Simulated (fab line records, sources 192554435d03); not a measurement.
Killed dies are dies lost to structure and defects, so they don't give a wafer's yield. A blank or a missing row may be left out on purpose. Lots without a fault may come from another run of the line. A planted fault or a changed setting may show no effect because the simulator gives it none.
Chamber matching | flow n5_finfet | N5_BEOL_M8_CURE_75 on uv_cure-01: 3 sister chambers
The step cures SiCOH lowk, time 120 s. 3 wafers are shown with their chamber, then 8 later ones without.

WAFERS WITH THEIR CHAMBER
wafer  | chamber | wafer_temp_C_max
L078.5 | 1       | 371.5
L086.5 | 0       | 371.4
L088.1 | 2       | 372.2

WAFERS WITHOUT THEIR CHAMBER
wafer  | wafer_temp_C_max
L088.2 | 371.8
L088.5 | 372.0
L092.2 | 371.2
L092.5 | 372.2
L092.6 | 371.2
L091.3 | 371.8
L091.5 | 371.7
L091.6 | 371.3

WHICH CHAMBER EACH WENT THROUGH
wafer  | from the rows above          | in truth
L088.2 | can't be placed: 1 or 2 or 0 | 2
L088.5 | can't be placed: 2 or 1 or 0 | 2
L092.2 | can't be placed: 0 or 1      | 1
L092.5 | 2                            | 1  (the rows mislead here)
L092.6 | can't be placed: 0 or 1      | 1
L091.3 | can't be placed: 1 or 2 or 0 | 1
L091.5 | can't be placed: 1 or 0 or 2 | 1
L091.6 | can't be placed: 0 or 1      | 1
Placed correctly: 0 of 8. Can't be placed from these rows: 7 (the true chamber is among the candidates in 7). Placed wrongly: 1.
How it was worked out, from the rows above alone: a wafer's distance from a chamber is the root of the sum, over the readings, of the square of ((its reading less the chamber's mean) divided by the reading's scatter). The wafer belongs to the nearest chamber; if the next one is less than 2 further off, it can't be placed. A chamber's mean is the mean of its shown wafers. The scatter: with one shown wafer a chamber, the root of the mean of the squares of how far each hidden wafer lies from its nearest shown one.
